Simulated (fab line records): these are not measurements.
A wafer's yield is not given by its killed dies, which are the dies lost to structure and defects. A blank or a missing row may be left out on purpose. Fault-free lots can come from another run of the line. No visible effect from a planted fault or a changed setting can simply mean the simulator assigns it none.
fab line records	flow n5Finfet
record: lots: 7	wafers: 21
route steps=1938 shown BEOL_M2@879 BEOL_M3@957 BEOL_M4@1047 BEOL_M5@1154
startH: start of the lot's first displayed wafer, in hours after the record's first day	waitH: hours since the lot's step before	" unchanged from the row above	L1.1+2: one row covering several wafers at once	- either no value or no given start	* or withheld: withheld	< > ~ a bound
route shown NAME@n: a module of which the file shows steps, and the number in the route of the first	usual: mean/standard deviation of fault-free wafers	same: alike in all rows	chamber/n: place in a boat	sites: the reading at each site	_std_site: standard deviation across them	_edge_site: outer sites' mean less inner sites'	radiusMm: how far each site lies from the wafer's centre	mask NAME#n: copy n	behind: the last tool/chamber to shape the wafer	hold: the reason the lot was held/the length of the hold in hours/how it ended	device: transistor that didn't switch, given as n, p or np	end of line: tests of these same wafers at the route's end	where a step has no rows: the recipe by itself	killed: dies that structure and defects cost at the first sort, which is not the same as the wafer's yield	map: shows each die of a wafer: x if killed, . if not, _ if none is there
set.NAME: setting as actually run; set.NAME@STEP: the setting as run at that earlier step	model.NAME: the simulator's own value behind a step, which no gauge read
lots with deliberately changed settings; one table per step, one row per wafer
== steps ==
step: N5_BEOL_M2_DESCUM_33
recipe: chemistry: O2	timeS: 7	sourcePowerW: 50	biasPowerW: 20	pressureMtorr: 20	rfFrequencyHz: 2.712e+07	tempC: 40	resist: CAR-EUV	o2FlowSccm: 225
lot.wafer	tool	chamber	startH	waitH	set.timeS	model.CAR-EUV_of_BEOL_M2_COAT_22.thkNm
L080.1+6	rieDiel-03	3,0	167.21	0.1	7	26.2
L080.3	"	1	"	"	7	26
L081.1+6	rieDiel-03	3,0	193.43	0.0	7.992	25.6
L081.4	"	3	"	"	7	26.2
L083.4+5	rieDiel-04	1,3	202.64	0.5	7	26
L083.6	"	2	"	"	8.469	25.4
L082.2+4+5	rieDiel-04	0,1,3	206.50	0.2	7	26.2
L089.2	rieDiel-04	0	227.48	0.0	7	26.2
L089.3	"	2	"	"	6.285	26.4
L089.4	"	3	"	"	7	26
L093.1+4+5	rieDiel-04	1,1,3	254.72	0.1	7	26
L094.2+3+6	rieDiel-03	0,2,3	260.01	0.0	7	26
step: N5_BEOL_M2_ETCH_77
recipe: chemistry: N2/H2	target: underlayer	targetDepthA: 65	maskMaterial: CAR-EUV	timeS: 5.2	ionEnergyEv: 200	pressureMtorr: 30	sourceW: 840	biasW: 150	n2FlowSccm: 200	h2FlowSccm: 200	ends: cleared
lot.wafer	tool	chamber	startH	waitH	set.timeS@BEOL_M2_DESCUM_33	model.CAR-EUV_of_BEOL_M2_COAT_22.thkNm
L080.1+3+6	rieDiel-03	3,1,0	167.24	0.0	7	20.4
L081.1	rieDiel-03	3	193.46	0.0	7.992	20
L081.4	"	3	"	"	7	20.6
L081.6	"	0	"	"	7.992	19.8
L083.4+5	rieDiel-04	1,3	202.67	0.0	7	20.4
L083.6	"	2	"	"	8.469	19.6
L082.2+4+5	rieDiel-04	0,1,3	206.53	0.0	7	20.4
L089.2+4	rieDiel-04	0,3	227.51	0.0	7	20.4
L089.3	"	2	"	"	6.285	20.8
L093.1+4	rieDiel-04	1	254.76	0.0	7	20.2
L093.5	"	3	"	"	7	20.4
L094.2+3+6	rieDiel-03	0,2,3	260.05	0.0	7	20.2
step: N5_BEOL_M2_ETCH_69
recipe: chemistry: CF4	target: SiARC	targetDepthA: 156	maskMaterial: CAR-EUV	timeS: 26	ionEnergyEv: 80	pressureMtorr: 40	sourceW: 545	biasW: 36	Ar_flow_sccm: 100	cf4FlowSccm: 100	ends: cleared
lot.wafer	tool	chamber	startH	waitH	set.timeS@BEOL_M2_DESCUM_33	model.CAR-EUV_of_BEOL_M2_COAT_22.thkNm
L080.1	rieDiel-03	3	167.26	0.0	7	11.4
L080.3+6	"	1,0	"	"	7	11.2
L081.1	rieDiel-03	3	193.48	0.0	7.992	10.8
L081.4	"	3	"	"	7	11.4
L081.6	"	0	"	"	7.992	10.6
L083.4+5	rieDiel-04	1,3	202.69	0.0	7	11.2
L083.6	"	2	"	"	8.469	10.4
L082.2+4+5	rieDiel-04	0,1,3	206.55	0.0	7	11.2
L089.2+4	rieDiel-04	0,3	227.53	0.0	7	11.2
L089.3	"	2	"	"	6.285	11.4
L093.1+4+5	rieDiel-04	1,1,3	254.78	0.0	7	11
L094.2+3+6	rieDiel-03	0,2,3	260.06	0.0	7	11
step: N5_BEOL_M2_SPUTTER_94
recipe: material: Cu	targetThkA: 45	tempC: -20	chamberPressurePa: 0.07	powerW: withheld	timeS: 8.29
lot.wafer	tool	chamber	startH	waitH	set.timeS	model.Cu_of_BEOL_M2_SPUTTER_94.thkNm
L080.1	pvdSputter-03	-	173.10	0.1	7.689	4.2
L080.3+6	"	-	"	"	8.29	4.6
L081.1	pvdSputter-02	-	207.40	0.1	8.29	4.4
L081.4	"	-	"	"	7.721	4.2
L081.6	"	-	"	"	7.721	-
L083.4+5	pvdSputter-01	-	210.27	0.1	7.972	-
L083.6	"	-	"	"	8.29	4.4
L082.2+5	pvdSputter-02	-	212.33	0.1	8.29	4.6
L082.4	"	-	"	"	9.43	5.2
L089.2	pvdSputter-01	-	232.76	0.1	7.71	4.2
L089.3	"	-	"	"	7.71	-
L089.4	"	-	"	"	8.29	4.6
L093.1+4+5	pvdSputter-02	-	261.05	0.1	8.29	4.4
L094.2+3	pvdSputter-02	-	264.21	0.1	8.29	4.4
L094.6	"	-	"	"	8.29	4.2
step: N5_BEOL_M3_COAT_67
recipe: resist: SOC	tempC: 250	timeS: 60	spinRpm: 1500	resistThkNm: 60
lot.wafer	tool	chamber	startH	waitH	set.spinRpm	model.SOC_of_BEOL_M3_COAT_67.thkNm
L080.1+3+6	lithoTrack-01	0	175.64	0.0	1500	59.8
L081.1	lithoTrack-01	0	211.71	0.0	1427	61.2
L081.4+6	"	0	"	"	1500	59.8
L083.4+5	lithoTrack-03	0	215.61	0.0	1605	57.8
L083.6	"	0	"	"	1500	60
L082.2	lithoTrack-01	0	215.65	0.0	1500	59.8
L082.4	"	0	"	"	1590	58.2
L082.5	"	0	"	"	1500	60
L089.2	lithoTrack-05	0	237.43	0.0	1455	61.2
L089.3	"	0	"	"	1455	61.4
L089.4	"	0	"	"	1500	60.4
L093.1+4+5	lithoTrack-05	0	266.03	0.0	1500	60.2
L094.2+3	lithoTrack-05	0	271.59	0.0	1500	60
L094.6	"	0	"	"	1367	63
step: N5_BEOL_M3_COAT_68
recipe: resist: SiARC	tempC: 220	timeS: 60	spinRpm: 1500	resistThkNm: 12
lot.wafer	tool	chamber	startH	waitH	set.spinRpm	model.SiARC_of_BEOL_M3_COAT_68.thkNm
L080.1	lithoTrack-01	0	-	-	1413	12.4
L080.3	"	0	"	"	1500	12
L080.6	"	0	"	"	1413	12.2
L081.1+6	lithoTrack-01	0	-	-	1601	11.6
L081.4	"	0	"	"	1500	12
L083.4	lithoTrack-03	0	-	-	1500	12
L083.5	"	0	"	"	1630	11.6
L083.6	"	0	"	"	1630	11.4
L082.2+4	lithoTrack-01	0	-	-	1500	12
L082.5	"	0	"	"	1374	12.6
L089.2+3+4	lithoTrack-05	0	-	-	1500	12
L093.1+4+5	lithoTrack-05	0	-	-	1500	12
L094.2+3+6	lithoTrack-05	0	-	-	1500	12
step: N5_BEOL_M3_COAT_76
recipe: resist: underlayer	tempC: 205	timeS: 60	spinRpm: 1500	resistThkNm: 5
step: N5_BEOL_M3_COAT_22
recipe: resist: CAR-EUV	spinRpm: 1500	resistThkNm: 30
step: N5_BEOL_M3_DESCUM_33
recipe: chemistry: O2	timeS: 7	sourcePowerW: 50	biasPowerW: 20	pressureMtorr: 20	rfFrequencyHz: 2.712e+07	tempC: 40	resist: CAR-EUV	o2FlowSccm: 225
step: N5_BEOL_M3_ETCH_77
recipe: chemistry: N2/H2	target: underlayer	targetDepthA: 65	maskMaterial: CAR-EUV	timeS: 5.2	ionEnergyEv: 200	pressureMtorr: 30	sourceW: 840	biasW: 150	n2FlowSccm: 200	h2FlowSccm: 200	ends: cleared
step: N5_BEOL_M3_ETCH_69
recipe: chemistry: CF4	target: SiARC	targetDepthA: 156	maskMaterial: CAR-EUV	timeS: 26	ionEnergyEv: 80	pressureMtorr: 40	sourceW: 545	biasW: 36	Ar_flow_sccm: 100	cf4FlowSccm: 100	ends: cleared
lot.wafer	tool	chamber	startH	waitH	set.spinRpm@BEOL_M3_COAT_68	model.etch.depthNm
L080.1	rieDiel-06	2	176.10	0.0	1413	12.38
L080.3	"	1	"	"	1500	11.98
L080.6	"	1	"	"	1413	12.29
L081.1+6	rieDiel-02	3,1	212.29	0.0	1601	11.54
L081.4	"	3	"	"	1500	11.95
L083.4	rieDiel-05	3	216.07	0.0	1500	12.02
L083.5	"	1	"	"	1630	11.51
L083.6	"	2	"	"	1630	11.48
L082.2	rieDiel-06	1	216.25	0.0	1500	11.94
L082.4	"	2	"	"	1500	11.97
L082.5	"	1	"	"	1374	12.51
L089.2	rieDiel-02	0	237.91	0.0	1500	12
L089.3+4	"	2,1	"	"	1500	12.02
L093.1	rieDiel-06	0	266.62	0.0	1500	12
L093.4	"	1	"	"	1500	12.03
L093.5	"	3	"	"	1500	12.02
L094.2	rieDiel-05	1	272.18	0.0	1500	12.03
L094.3	"	0	"	"	1500	12
L094.6	"	0	"	"	1500	12.01
step: N5_BEOL_M3_ALD_98
recipe: material: SiO2	targetThkA: 25	tempC: 100	aldPrecursorFamily: BDEAS	aldCoReactant: O2-plasma	pulseTimeS: 1	coReactantPulseTimeS: 1	purgeTimeS: 2	coReactantPurgeTimeS: 2	aldCycles: 17	pressureTorr: 2
step: N5_BEOL_M3_ETCHBACK_99
recipe: chemistry: CHF3	target: SiO2	targetDepthA: 50	timeS: 10.4	sourceW: 215	biasW: 47	Ar_flow_sccm: 200	CHF3_flow_sccm: 12	ionEnergyEv: 100	pressureMtorr: 30
step: N5_BEOL_M3_ETCH_70
recipe: chemistry: N2/H2	target: SOC	targetDepthA: 800	overetchA: 160	maskMaterial: SiARC	tempC: 40	timeS: 120	ionEnergyEv: 200	pressureMtorr: 30	sourceW: 840	biasW: 150	n2FlowSccm: 200	h2FlowSccm: 200
lot.wafer	tool	chamber	startH	waitH	set.spinRpm@BEOL_M3_COAT_67	model.etch.depthNm
L080.1	rieDiel-02	2	176.52	0.0	1500	59.79
L080.3	"	3	"	"	1500	59.73
L080.6	"	2	"	"	1500	59.72
L081.1	rieDiel-02	3	213.80	0.0	1427	61.22
L081.4	"	3	"	"	1500	59.78
L081.6	"	1	"	"	1500	59.72
L083.4	rieDiel-02	3	217.86	0.0	1605	57.89
L083.5	"	1	"	"	1605	57.81
L083.6	"	0	"	"	1500	59.94
L082.2	rieDiel-06	3	218.10	0.0	1500	59.83
L082.4	"	2	"	"	1590	58.16
L082.5	"	1	"	"	1500	59.95
L089.2	rieDiel-06	1	246.68	0.0	1455	61.25
L089.3	"	2	"	"	1455	61.38
L089.4	"	0	"	"	1500	60.42
L093.1	rieDiel-05	1	269.78	0.0	1500	60.2
L093.4	"	2	"	"	1500	60.27
L093.5	"	1	"	"	1500	60.15
L094.2+3	rieDiel-02	0,3	272.72	0.0	1500	60.06
L094.6	"	1	"	"	1367	63.04
step: N5_BEOL_M3_STRIP_71
recipe: chemistry: N2/H2	tempC: 40	n2FlowSccm: 200	h2FlowSccm: 200	rfFrequencyHz: 6e+07
step: N5_BEOL_M3_STRIP_78
recipe: chemistry: N2/H2	tempC: 40	n2FlowSccm: 200	h2FlowSccm: 200	rfFrequencyHz: 6e+07
step: N5_BEOL_M3_VIA_ETCH_34
recipe: chemistry: C4F6/O2	targetDepthA: 694	maskMaterial: SOC	pressureMtorr: 15	ionEnergyEv: 250	taperDeg: 4	timeS: 65.9	sourceW: 350	biasW: 170	Ar_flow_sccm: 300	C4F6_flow_sccm: 10	O2_flow_sccm: 10
lot.wafer	tool	chamber	startH	waitH	set.spinRpm@BEOL_M3_COAT_67	model.SOC_of_BEOL_M3_COAT_67.thkNm
L080.1+6	rieDiel-02	2	176.62	0.0	1500	51.6
L080.3	"	3	"	"	1500	51.4
L081.1	rieDiel-02	3	213.90	0.0	1427	53
L081.4	"	3	"	"	1500	51.4
L081.6	"	1	"	"	1500	51.8
L083.4	rieDiel-02	3	217.94	0.0	1605	49.6
L083.5	"	1	"	"	1605	49.8
L083.6	"	0	"	"	1500	51.8
L082.2	rieDiel-06	3	218.20	0.0	1500	51.8
L082.4	"	2	"	"	1590	50.2
L082.5	"	1	"	"	1500	52.2
L089.2+3	rieDiel-06	1,2	246.78	0.0	1455	53.4
L089.4	"	0	"	"	1500	52.4
L093.1	rieDiel-05	1	269.88	0.0	1500	52.4
L093.4+5	"	2,1	"	"	1500	52.2
L094.2	rieDiel-02	0	272.82	0.0	1500	52
L094.3	"	3	"	"	1500	51.6
L094.6	"	1	"	"	1367	55
step: N5_BEOL_M4_COAT_67
recipe: resist: SOC	tempC: 250	timeS: 60	spinRpm: 1500	resistThkNm: 60
lot.wafer	tool	chamber	startH	waitH	set.spinRpm	model.SOC_of_BEOL_M4_COAT_67.thkNm
L080.1+6	lithoTrack-01	0	181.94	0.0	1668	56.6
L080.3	"	0	"	"	1500	59.6
L081.1+4	lithoTrack-02	0	219.82	0.0	1500	60.2
L081.6	"	0	"	"	1339	63.6
L083.4	lithoTrack-01	0	225.44	0.0	1555	58.6
L083.5	"	0	"	"	1500	60
L083.6	"	0	"	"	1500	59.8
L082.2	lithoTrack-04	0	225.45	0.0	1500	60
L082.4+5	"	0	"	"	1500	59.8
L089.2+3+4	lithoTrack-01	0	253.24	0.0	1500	59.6
L093.1+5	lithoTrack-02	0	275.70	0.0	1500	60.2
L093.4	"	0	"	"	1500	60.4
L094.2+6	lithoTrack-01	0	278.59	0.0	1500	60
L094.3	"	0	"	"	1595	58
step: N5_BEOL_M4_DESCUM_33
recipe: chemistry: O2	timeS: 7	sourcePowerW: 50	biasPowerW: 20	pressureMtorr: 20	rfFrequencyHz: 2.712e+07	tempC: 40	resist: CAR-EUV	o2FlowSccm: 225
lot.wafer	tool	chamber	startH	waitH	set.timeS	model.CAR-EUV_of_BEOL_M4_COAT_22.thkNm
L080.1	rieDiel-04	2	182.34	0.0	7	25.8
L080.3	"	1	"	"	7	26
L080.6	"	2	"	"	6.585	26
L081.1+6	rieDiel-01	0,2	220.35	0.0	7	26
L081.4	"	1	"	"	8.4	25.4
L083.4	rieDiel-01	3	226.48	0.4	7	26
L083.5+6	"	2,1	"	"	7.809	25.6
L082.2	rieDiel-03	0	226.49	0.3	6.032	26.6
L082.4+5	"	2,1	"	"	7	26.2
L089.2+3+4	rieDiel-04	1,3,3	253.72	0.1	7	26
L093.1+4+5	rieDiel-03	3,3,2	276.24	0.0	7	26.2
L094.2+6	rieDiel-04	1,3	279.12	0.0	7	26
L094.3	"	0	"	"	6.481	26.2
step: N5_BEOL_M4_ETCH_77
recipe: chemistry: N2/H2	target: underlayer	targetDepthA: 65	maskMaterial: CAR-EUV	timeS: 5.2	ionEnergyEv: 200	pressureMtorr: 30	sourceW: 840	biasW: 150	n2FlowSccm: 200	h2FlowSccm: 200	ends: cleared
lot.wafer	tool	chamber	startH	waitH	set.timeS@BEOL_M4_DESCUM_33	model.CAR-EUV_of_BEOL_M4_COAT_22.thkNm
L080.1	rieDiel-04	2	182.38	0.0	7	20.2
L080.3	"	1	"	"	7	20.4
L080.6	"	2	"	"	6.585	20.4
L081.1+6	rieDiel-01	0,2	220.38	0.0	7	20.4
L081.4	"	1	"	"	8.4	19.6
L083.4	rieDiel-01	3	226.52	0.0	7	20.2
L083.5	"	2	"	"	7.809	20
L083.6	"	1	"	"	7.809	19.8
L082.2	rieDiel-03	0	226.53	0.0	6.032	20.8
L082.4+5	"	2,1	"	"	7	20.4
L089.2+3+4	rieDiel-04	1,3,3	253.75	0.0	7	20.2
L093.1+4	rieDiel-03	3	276.27	0.0	7	20.6
L093.5	"	2	"	"	7	20.4
L094.2+6	rieDiel-04	1,3	279.15	0.0	7	20.2
L094.3	"	0	"	"	6.481	20.6
step: N5_BEOL_M4_ETCH_69
recipe: chemistry: CF4	target: SiARC	targetDepthA: 156	maskMaterial: CAR-EUV	timeS: 26	ionEnergyEv: 80	pressureMtorr: 40	sourceW: 545	biasW: 36	Ar_flow_sccm: 100	cf4FlowSccm: 100	ends: cleared
lot.wafer	tool	chamber	startH	waitH	set.timeS@BEOL_M4_DESCUM_33	model.CAR-EUV_of_BEOL_M4_COAT_22.thkNm
L080.1+3	rieDiel-04	2,1	182.40	0.0	7	11
L080.6	"	2	"	"	6.585	11.2
L081.1+6	rieDiel-01	0,2	220.40	0.0	7	11.2
L081.4	"	1	"	"	8.4	10.4
L083.4	rieDiel-01	3	226.53	0.0	7	11
L083.5	"	2	"	"	7.809	10.8
L083.6	"	1	"	"	7.809	10.6
L082.2	rieDiel-03	0	226.54	0.0	6.032	11.6
L082.4+5	"	2,1	"	"	7	11.2
L089.2	rieDiel-04	1	253.77	0.0	7	11.2
L089.3+4	"	3	"	"	7	11
L093.1+4	rieDiel-03	3	276.29	0.0	7	11.4
L093.5	"	2	"	"	7	11.2
L094.2+6	rieDiel-04	1,3	279.17	0.0	7	11
L094.3	"	0	"	"	6.481	11.4
step: N5_BEOL_M4_ALD_98
recipe: material: SiO2	targetThkA: 25	tempC: 100	aldPrecursorFamily: BDEAS	aldCoReactant: O2-plasma	pulseTimeS: 1	coReactantPulseTimeS: 1	purgeTimeS: 2	coReactantPurgeTimeS: 2	aldCycles: 17	pressureTorr: 2
step: N5_BEOL_M4_ETCHBACK_99
recipe: chemistry: CHF3	target: SiO2	targetDepthA: 50	timeS: 10.4	sourceW: 215	biasW: 47	Ar_flow_sccm: 200	CHF3_flow_sccm: 12	ionEnergyEv: 100	pressureMtorr: 30
lot.wafer	tool	chamber	startH	waitH	set.timeS@BEOL_M4_DESCUM_33	model.CAR-EUV_of_BEOL_M4_COAT_22.thkNm
L080.1	rieDiel-01	1	198.93	16.4	7	10.2
L080.3	"	2	"	"	7	10.4
L080.6	"	2	"	"	6.585	10.4
L081.1+6	rieDiel-01	1,0	220.62	0.1	7	10.4
L081.4	"	2	"	"	8.4	9.8
L083.4	rieDiel-04	2	226.74	0.1	7	10.2
L083.5+6	"	2,3	"	"	7.809	10
L082.2	rieDiel-03	0	229.02	2.4	6.032	11
L082.4+5	"	0,2	"	"	7	10.6
L089.2+4	rieDiel-04	2,1	255.13	1.2	7	10.4
L089.3	"	1	"	"	7	10.2
L093.1+4+5	rieDiel-04	1,2,1	281.37	4.6	7	10.6
L094.2+6	rieDiel-01	0	281.39	1.8	7	10.2
L094.3	"	1	"	"	6.481	10.6
step: N5_BEOL_M4_ETCH_70
recipe: chemistry: N2/H2	target: SOC	targetDepthA: 800	overetchA: 240	maskMaterial: SiARC	tempC: 40	timeS: 130	ionEnergyEv: 200	pressureMtorr: 30	sourceW: 840	biasW: 150	n2FlowSccm: 200	h2FlowSccm: 200
lot.wafer	tool	chamber	startH	waitH	set.spinRpm@BEOL_M4_COAT_67	model.etch.depthNm
L080.1	rieDiel-01	1	198.97	0.0	1668	56.5
L080.3	"	2	"	"	1500	59.62
L080.6	"	2	"	"	1668	56.65
L081.1	rieDiel-01	1	220.65	0.0	1500	60.22
L081.4	"	2	"	"	1500	60.14
L081.6	"	0	"	"	1339	63.51
L083.4	rieDiel-04	2	226.78	0.0	1555	58.6
L083.5	"	2	"	"	1500	59.94
L083.6	"	3	"	"	1500	59.74
L082.2	rieDiel-03	0	229.06	0.0	1500	59.99
L082.4	"	0	"	"	1500	59.85
L082.5	"	2	"	"	1500	59.82
L089.2	rieDiel-04	2	255.17	0.0	1500	59.61
L089.3	"	1	"	"	1500	59.68
L089.4	"	1	"	"	1500	59.58
L093.1	rieDiel-04	1	281.41	0.0	1500	60.22
L093.4	"	2	"	"	1500	60.31
L093.5	"	1	"	"	1500	60.28
L094.2	rieDiel-01	0	281.42	0.0	1500	59.94
L094.3	"	1	"	"	1595	58.05
L094.6	"	0	"	"	1500	59.96
step: N5_BEOL_M4_STRIP_71
recipe: chemistry: N2/H2	tempC: 40	n2FlowSccm: 200	h2FlowSccm: 200	rfFrequencyHz: 6e+07
step: N5_BEOL_M4_STRIP_78
recipe: chemistry: N2/H2	tempC: 40	n2FlowSccm: 200	h2FlowSccm: 200	rfFrequencyHz: 6e+07
step: N5_BEOL_M4_VIA_ETCH_34
recipe: chemistry: C4F6/O2	targetDepthA: 694	maskMaterial: SOC	pressureMtorr: 15	ionEnergyEv: 250	taperDeg: 4	timeS: 65.9	sourceW: 350	biasW: 170	Ar_flow_sccm: 300	C4F6_flow_sccm: 10	O2_flow_sccm: 10
lot.wafer	tool	chamber	startH	waitH	set.spinRpm@BEOL_M4_COAT_67	model.SOC_of_BEOL_M4_COAT_67.thkNm
L080.1	rieDiel-01	1	199.07	0.0	1668	48.4
L080.3	"	2	"	"	1500	51.6
L080.6	"	2	"	"	1668	48.6
L081.1+4	rieDiel-01	1,2	220.76	0.0	1500	52.2
L081.6	"	0	"	"	1339	55.4
L083.4	rieDiel-04	2	226.88	0.0	1555	50.6
L083.5	"	2	"	"	1500	52
L083.6	"	3	"	"	1500	51.6
L082.2+4+5	rieDiel-03	0,0,2	229.17	0.0	1500	52
L089.2+3+4	rieDiel-04	2,1,1	255.27	0.0	1500	51.6
L093.1	rieDiel-04	1	281.51	0.0	1500	52.2
L093.4+5	"	2,1	"	"	1500	52.4
L094.2+6	rieDiel-01	0	281.53	0.0	1500	51.8
L094.3	"	1	"	"	1595	50
step: N5_BEOL_M5_ETCH_68
recipe: chemistry: N2/H2	target: SOC	targetDepthA: 800	overetchA: 160	maskMaterial: SiARC	tempC: 40	timeS: 120	ionEnergyEv: 200	pressureMtorr: 30	sourceW: 840	biasW: 150	n2FlowSccm: 200	h2FlowSccm: 200
usual: rfVppV: 524.5/2.6
lot.wafer	tool	chamber	startH	waitH	set.biasW	rfVppV	model.SiARC_of_BEOL_M5_COAT_66.thkNm
L080.1	rieDiel-05	1	207.62	0.0	150	527.1	6.4
L080.3	"	0	"	"	140.1	501.1	6.6
L080.6	"	1	"	"	140.1	504.4	7
L081.1	rieDiel-06	3	229.97	0.0	150	522.4	6.4
L081.4	"	1	"	"	124.7	462.8	7.8
L081.6	"	0	"	"	150	524.9	6.4
L083.4	rieDiel-06	0	235.91	0.0	132.2	484.3	7.2
L083.5	"	1	"	"	150	519.2	6.6
L083.6	"	2	"	"	150	523.8	6.4
L082.2	rieDiel-06	0	240.87	0.0	136.8	495.3	7
L082.4	"	1	"	"	150	522.1	6.6
L082.5	"	0	"	"	150	524.6	6.4
L089.2	rieDiel-05	0	264.21	0.0	150	521.8	6.2
L089.3	"	2	"	"	168.4	562.7	5.6
L089.4	"	3	"	"	150	528.1	6.4
L094.2	rieDiel-05	1	291.81	0.0	150	527.0	6.6
L094.3	"	0	"	"	150	523.2	6.2
L094.6	"	1	"	"	150	526.0	6.4
L093.1	rieDiel-06	2	291.81	0.0	150	523.2	6.6
L093.4	"	3	"	"	150	522.2	6.4
L093.5	"	1	"	"	150	521.5	6.6
== key ==
split: step: N5_BEOL_M2_DESCUM_33	setting: timeS	stated: 7	by: wafer
response: step: N5_BEOL_M2_DESCUM_33	reading: model.CAR-EUV_of_BEOL_M2_COAT_22.thkNm	change: -0.0324	per: 1%	r: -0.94
response: step: N5_BEOL_M2_ETCH_77	reading: model.CAR-EUV_of_BEOL_M2_COAT_22.thkNm	change: -0.0413	per: 1%	r: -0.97
response: step: N5_BEOL_M2_ETCH_69	reading: model.CAR-EUV_of_BEOL_M2_COAT_22.thkNm	change: -0.0386	per: 1%	r: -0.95
split: step: N5_BEOL_M2_SPUTTER_94	setting: timeS	stated: 8.29	by: wafer
response: step: N5_BEOL_M2_SPUTTER_94	reading: model.Cu_of_BEOL_M2_SPUTTER_94.thkNm	change: +0.0455	per: 1%	r: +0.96
split: step: N5_BEOL_M3_COAT_67	setting: spinRpm	stated: 1500	by: wafer
response: step: N5_BEOL_M3_COAT_67	reading: model.SOC_of_BEOL_M3_COAT_67.thkNm	change: -0.314	per: 1%	r: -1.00
response: step: N5_BEOL_M3_ETCH_70	reading: model.etch.depthNm	change: -0.312	per: 1%	r: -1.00
response: step: N5_BEOL_M3_VIA_ETCH_34	reading: model.SOC_of_BEOL_M3_COAT_67.thkNm	change: -0.324	per: 1%	r: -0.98
split: step: N5_BEOL_M3_COAT_68	setting: spinRpm	stated: 1500	by: wafer
response: step: N5_BEOL_M3_COAT_68	reading: model.SiARC_of_BEOL_M3_COAT_68.thkNm	change: -0.0615	per: 1%	r: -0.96
response: step: N5_BEOL_M3_ETCH_69	reading: model.etch.depthNm	change: -0.0626	per: 1%	r: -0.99
split: step: N5_BEOL_M4_COAT_67	setting: spinRpm	stated: 1500	by: wafer
response: step: N5_BEOL_M4_COAT_67	reading: model.SOC_of_BEOL_M4_COAT_67.thkNm	change: -0.298	per: 1%	r: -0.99
response: step: N5_BEOL_M4_ETCH_70	reading: model.etch.depthNm	change: -0.294	per: 1%	r: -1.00
response: step: N5_BEOL_M4_VIA_ETCH_34	reading: model.SOC_of_BEOL_M4_COAT_67.thkNm	change: -0.288	per: 1%	r: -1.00
split: step: N5_BEOL_M4_DESCUM_33	setting: timeS	stated: 7	by: wafer
response: step: N5_BEOL_M4_DESCUM_33	reading: model.CAR-EUV_of_BEOL_M4_COAT_22.thkNm	change: -0.0297	per: 1%	r: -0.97
response: step: N5_BEOL_M4_ETCH_77	reading: model.CAR-EUV_of_BEOL_M4_COAT_22.thkNm	change: -0.035	per: 1%	r: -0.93
response: step: N5_BEOL_M4_ETCH_69	reading: model.CAR-EUV_of_BEOL_M4_COAT_22.thkNm	change: -0.0358	per: 1%	r: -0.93
response: step: N5_BEOL_M4_ETCHBACK_99	reading: model.CAR-EUV_of_BEOL_M4_COAT_22.thkNm	change: -0.0287	per: 1%	r: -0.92
split: step: N5_BEOL_M5_ETCH_68	setting: biasW	stated: 150	by: wafer
response: step: N5_BEOL_M5_ETCH_68	reading: rfVppV	change: +3.35	per: 1%	r: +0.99
response: step: N5_BEOL_M5_ETCH_68	reading: model.SiARC_of_BEOL_M5_COAT_66.thkNm	change: -0.0682	per: 1%	r: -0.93
